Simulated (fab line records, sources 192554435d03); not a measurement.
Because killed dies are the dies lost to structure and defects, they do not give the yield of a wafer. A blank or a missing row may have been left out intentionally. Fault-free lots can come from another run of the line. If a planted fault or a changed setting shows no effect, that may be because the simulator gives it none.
Chamber matching || flow n5-finfet || N5_BEOL_M3_ETCH_70 on rie-diel-03 has 4 sister chambers
The step etches SOC in N2/H2, target depth 80 nm, overetch 16 nm, time 120 s. 8 wafers are shown with their chamber, then 11 later ones without.

## WAFERS PAIRED WITH THEIR CHAMBERS
{"wafer": "L084.1", "chamber": 2, "showerhead-plenum-p-Torr (Torr)": 2.57, "throttle-valve-pct (%)": 17.55}
{"wafer": "L083.5", "chamber": 3, "showerhead-plenum-p-Torr (Torr)": 2.71, "throttle-valve-pct (%)": 17.95}
{"wafer": "L086.3", "chamber": 3, "showerhead-plenum-p-Torr (Torr)": 2.71, "throttle-valve-pct (%)": 17.97}
{"wafer": "L086.5", "chamber": 1, "showerhead-plenum-p-Torr (Torr)": 2.41, "throttle-valve-pct (%)": 17.80}
{"wafer": "L089.1", "chamber": 2, "showerhead-plenum-p-Torr (Torr)": 2.57, "throttle-valve-pct (%)": 17.59}
{"wafer": "L089.2", "chamber": 0, "showerhead-plenum-p-Torr (Torr)": 2.54, "throttle-valve-pct (%)": 17.94}
{"wafer": "L089.4", "chamber": 1, "showerhead-plenum-p-Torr (Torr)": 2.40, "throttle-valve-pct (%)": 17.83}
{"wafer": "L095.1", "chamber": 0, "showerhead-plenum-p-Torr (Torr)": 2.53, "throttle-valve-pct (%)": 17.94}

## WAFERS MISSING THEIR CHAMBER
{"wafer": "L095.2", "showerhead-plenum-p-Torr (Torr)": 2.40, "throttle-valve-pct (%)": 17.84}
{"wafer": "L095.3", "showerhead-plenum-p-Torr (Torr)": 2.57, "throttle-valve-pct (%)": 17.60}
{"wafer": "L094.1", "showerhead-plenum-p-Torr (Torr)": 2.56, "throttle-valve-pct (%)": 17.59}
{"wafer": "L094.2", "showerhead-plenum-p-Torr (Torr)": 2.40, "throttle-valve-pct (%)": 17.82}
{"wafer": "L094.3", "showerhead-plenum-p-Torr (Torr)": 2.70, "throttle-valve-pct (%)": 18.00}
{"wafer": "L096.1", "showerhead-plenum-p-Torr (Torr)": 2.53, "throttle-valve-pct (%)": 17.94}
{"wafer": "L096.3", "showerhead-plenum-p-Torr (Torr)": 2.40, "throttle-valve-pct (%)": 17.85}
{"wafer": "L096.4", "showerhead-plenum-p-Torr (Torr)": 2.56, "throttle-valve-pct (%)": 17.60}
{"wafer": "L097.1", "showerhead-plenum-p-Torr (Torr)": 2.53, "throttle-valve-pct (%)": 17.95}
{"wafer": "L097.3", "showerhead-plenum-p-Torr (Torr)": 2.56, "throttle-valve-pct (%)": 17.62}
{"wafer": "L097.6", "showerhead-plenum-p-Torr (Torr)": 2.53, "throttle-valve-pct (%)": 17.94}

## WHICH CHAMBER EACH ONE RAN IN
{"wafer": "L095.2", "from the rows above": 1, "in truth": 1}
{"wafer": "L095.3", "from the rows above": 2, "in truth": 2}
{"wafer": "L094.1", "from the rows above": 2, "in truth": 2}
{"wafer": "L094.2", "from the rows above": 1, "in truth": 1}
{"wafer": "L094.3", "from the rows above": 3, "in truth": 3}
{"wafer": "L096.1", "from the rows above": 0, "in truth": 0}
{"wafer": "L096.3", "from the rows above": 1, "in truth": 1}
{"wafer": "L096.4", "from the rows above": 2, "in truth": 2}
{"wafer": "L097.1", "from the rows above": 0, "in truth": 0}
{"wafer": "L097.3", "from the rows above": 2, "in truth": 2}
{"wafer": "L097.6", "from the rows above": 0, "in truth": 0}
Placed correctly: 11 of 11. Not placeable from these rows: 0. Placed wrongly: 0.
How it was worked out, from the rows above alone: a wafer's distance from a chamber is the root of the sum, over the readings, of the square of ((its reading less the chamber's mean) divided by the reading's scatter). If the next closest chamber is less than 2 further off than the closest, the wafer can't be placed; otherwise it belongs to the closest. A chamber's mean is the mean of its shown wafers. The scatter: the root of (the sum of the squares of (reading less its chamber's mean) over the shown wafers, divided by (wafers less chambers)).
